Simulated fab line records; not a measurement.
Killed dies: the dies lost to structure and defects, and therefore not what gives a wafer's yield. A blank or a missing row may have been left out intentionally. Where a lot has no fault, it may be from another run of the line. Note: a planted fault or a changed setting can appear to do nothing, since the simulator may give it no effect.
2 desks looking at one fault / flow nand-harc / every desk sees just its own numbers, and what lay behind them comes last

== THE METROLOGY DESK ==
What the gauges read for every lot (on any tool): the sampled wafers with a number, averaged. A lot is out of limits, marked OUT, if its mean lies more than 4 standard deviations from the usual mean; the brackets give that distance.
Columns: A = cd-nm at NHARC_A_CHANNEL_HOLE_D2_CD_MEAS_31, usual 89.5 nm
lot=L192; first seen here=day 13 17:28; A=88.0
lot=L194; first seen here=day 14 08:13; A=89.4
lot=L196; first seen here=day 15 00:55; A=92.8
lot=L197; first seen here=day 15 17:51; A=90.5
lot=L201; first seen here=day 17 15:34; A=90.9
lot=L202; first seen here=day 17 17:02; A=88.8
lot=L205; first seen here=day 19 02:52; A=86.7
lot=L209; first seen here=day 20 00:12; A=88.9
lot=L211; first seen here=day 21 01:16; A=89.6
lot=L210; first seen here=day 21 03:41; A=90.3
lot=L212; first seen here=day 21 17:26; A=90.1
lot=L213; first seen here=day 22 09:08; A=89.7
lot=L214; first seen here=day 22 13:18; A=89.1
This desk found nothing out of limits on any of the 13 lots.

== TOOL OWNER'S DESK, ald-sin-batch-02 ==
The tool's own readings at NHARC_A_CHANNEL_FILL_D2_ALD_15 (deposits SiNx, target thk 2 nm, pulse time 60 s, ald cycles 19): means of the sampled wafers that have a number, for each lot that ran on this tool. A lot is out of limits, marked OUT, if its mean lies more than 4 standard deviations from the usual mean; the brackets give that distance.
Columns: A = precursor-pulse-height-rel at NHARC_A_CHANNEL_FILL_D2_ALD_15, usual 1.001
lot=L196; first seen here=day 15 10:37; A=1.001
lot=L201; first seen here=day 18 02:05; A=1.007
lot=L202; first seen here=day 18 02:05; A=1.022
This desk found nothing out of limits on any of the 3 lots.

== ALL TOGETHER ==
At the metrology desk, nothing out of limits was observed.
The tool owner's desk saw nothing out of limits.

== WHAT THE SIMULATOR HAD PUT IN ==
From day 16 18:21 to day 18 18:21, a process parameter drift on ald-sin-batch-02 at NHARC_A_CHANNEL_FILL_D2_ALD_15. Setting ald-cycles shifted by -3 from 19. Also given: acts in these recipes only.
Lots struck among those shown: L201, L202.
